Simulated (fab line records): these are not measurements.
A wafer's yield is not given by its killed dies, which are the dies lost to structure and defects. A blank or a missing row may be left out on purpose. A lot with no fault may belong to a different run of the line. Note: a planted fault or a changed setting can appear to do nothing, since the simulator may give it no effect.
Check of tool commonality	flow nand harc	Sample size 14 lots and 42 wafers

== WHY THIS WAS OPENED ==
At NHARC_END_SORT_01 the reading killed dies is flagged on 2 of 14 lots. No-fault wafers: 32, standard deviation 9.
Rule: a lot is flagged in two cases, either no wafer of it has a number, or all its wafers with numbers fall more than 4 standard deviations from that mean. The other lots count as sound.

lot	measured	on	killed dies, wafer by wafer	flag
L431	day 19 07:45	prober-02	26 34 27	
L430	day 19 09:19	prober-01	18 26 24	
L429	day 19 20:50	prober-02	29 21 38	
L432	day 20 03:52	prober-02	8 18 15	
L433	day 20 12:23	prober-02	30 26 39	
L434	day 20 19:25	prober-02	25 25 25	
L436	day 21 07:46	prober-02	30 23 25	
L437	day 21 13:59	prober-02	28 30 35	
L438	day 22 00:27	prober-02	29 27 29	
L435	day 22 05:53	prober-02	95 147 146	FLAGGED
L442	day 24 21:59	prober-02	132 106 102	FLAGGED
L448	day 25 04:08	prober-02	45 58 48	
L446	day 25 11:58	prober-02	38 34 24	
L451	day 26 03:01	prober-01	40 30 44	
Average over the flagged lots: 121; offset from the usual +89, equal to +10 standard deviations.

== TOOL THAT RAN EACH LOT ==
3 process steps preceding the reading are held in the record, out of 1159 steps in the route. Read each cell as the tool, then ch plus the chambers that the sampled wafers visited, then the start.
lot	flag	NHARC_A_CONTACT_ETCH_139	NHARC_THIN_TSV_DEP_47	NHARC_THIN_TSV_STRIP_62
L431		har cap etch-02 ch 0,1, day 17 06:56	pecvd-03 ch 0,2, day 18 17:28	plasma asher-02 ch 0,1, day 18 18:13
L430		har cap etch-02 ch 0,1, day 17 08:35	pecvd-02 ch 0,1, day 18 18:44	plasma asher-01 ch 0,1, day 18 19:35
L429		har cap etch-01 ch 0,1, day 17 14:08	pecvd-01 ch 0,1, day 19 07:59	plasma asher-01 ch 0,1, day 19 08:46
L432		har cap etch-02 ch 0,1, day 17 12:59	pecvd-02 ch 0,1,2, day 19 06:57	plasma asher-01 ch 0,1, day 19 07:43
L433		har cap etch-02 ch 0,1, day 17 16:59	pecvd-02 ch 0,1,2, day 19 09:13	plasma asher-01 ch 0,1, day 19 09:53
L434		har cap etch-01 ch 0,1, day 17 19:51	pecvd-03 ch 0,1,2, day 19 11:29	plasma asher-02 ch 0,1, day 19 12:14
L436		har cap etch-03 ch 0,1, day 19 05:44	pecvd-03 ch 0,2, day 20 16:42	plasma asher-02 ch 0,1, day 20 17:36
L437		har cap etch-01 ch 0,1, day 19 10:59	pecvd-02 ch 0,1,2, day 21 00:59	plasma asher-01 ch 0,1, day 21 01:47
L438		har cap etch-03 ch 0,1, day 19 18:55	pecvd-03 ch 0,1,2, day 21 10:10	plasma asher-02 ch 0,1, day 21 10:52
L435	FLAGGED	har cap etch-01 ch 0,1, day 19 16:18	pecvd-01 ch 0,2, day 21 08:56	plasma asher-01 ch 0,1, day 21 09:47
L442	FLAGGED	har cap etch-01 ch 0,1, day 20 21:49	pecvd-03 ch 0,1, day 22 19:21	plasma asher-01 ch 0,1, day 22 20:06
L448		har cap etch-03 ch 0, day 21 06:20	pecvd-02 ch 0,1, day 23 00:54	plasma asher-02 ch 1, day 23 01:47
L446		har cap etch-02 ch 0,1, day 21 07:11	pecvd-02 ch 0,2, day 23 08:50	plasma asher-01 ch 0,1, day 23 09:37
L451		har cap etch-02 ch 0,1, day 22 14:05	pecvd-03 ch 0,1,2, day 24 05:20	plasma asher-01 ch 0,1, day 24 06:11
What the steps here do:
- NHARC_A_CONTACT_ETCH_139: etches the open film in C4F8/O2/Ar, time 137 s, target depth 590 nm.
- NHARC_THIN_TSV_DEP_47: deposits SiO2, target thk 200 nm.
- NHARC_THIN_TSV_STRIP_62: strips in N2/H2, time 20 s.
- NHARC_END_SORT_01

== FLAGGED AGAINST TOTAL, ONE TOOL AT A TIME (gauges that did the reading follow at the end) ==
step	tool	lots run	flagged	share of the flagged lots	sound lots run after its first flagged lot
NHARC_A_CONTACT_ETCH_139	har cap etch-01	5	2	all	0
NHARC_A_CONTACT_ETCH_139	har cap etch-02	6	0	none	-
NHARC_A_CONTACT_ETCH_139	har cap etch-03	3	0	none	-
NHARC_THIN_TSV_DEP_47	pecvd-01	2	1	some	0
NHARC_THIN_TSV_DEP_47	pecvd-02	6	0	none	-
NHARC_THIN_TSV_DEP_47	pecvd-03	6	1	some	1 (L451)
NHARC_THIN_TSV_STRIP_62	plasma asher-01	9	2	all	2 (L446,L451)
NHARC_THIN_TSV_STRIP_62	plasma asher-02	5	0	none	-
NHARC_END_SORT_01	prober-01	2	0	none	-
NHARC_END_SORT_01	prober-02	12	2	all	2 (L448,L446)

== WHAT THE TABLE ALLOWS ==
har cap etch-01 at NHARC_A_CONTACT_ETCH_139, plasma asher-01 at NHARC_THIN_TSV_STRIP_62 and prober-02 at NHARC_END_SORT_01: these 3 rows of the table ran every flagged lot.
- har cap etch-01 at NHARC_A_CONTACT_ETCH_139: 2 of its 5 lots flagged. A fault beginning between L437 (day 19 10:59), its last sound lot, and L435 (day 19 16:18), its first flagged one, fits the data.
- plasma asher-01 at NHARC_THIN_TSV_STRIP_62: 2 of its 9 lots flagged. Sound lots ran on it after the first flagged one (L446, L451), which a lasting fault on the whole tool wouldn't allow.
- prober-02 at NHARC_END_SORT_01: 2 of its 12 lots flagged. Sound lots ran on it after the first flagged one (L448, L446), which a lasting fault on the whole tool wouldn't allow.
One tool is left: har cap etch-01 at NHARC_A_CONTACT_ETCH_139.

== WHAT THE SIMULATOR HAD INSERTED ==
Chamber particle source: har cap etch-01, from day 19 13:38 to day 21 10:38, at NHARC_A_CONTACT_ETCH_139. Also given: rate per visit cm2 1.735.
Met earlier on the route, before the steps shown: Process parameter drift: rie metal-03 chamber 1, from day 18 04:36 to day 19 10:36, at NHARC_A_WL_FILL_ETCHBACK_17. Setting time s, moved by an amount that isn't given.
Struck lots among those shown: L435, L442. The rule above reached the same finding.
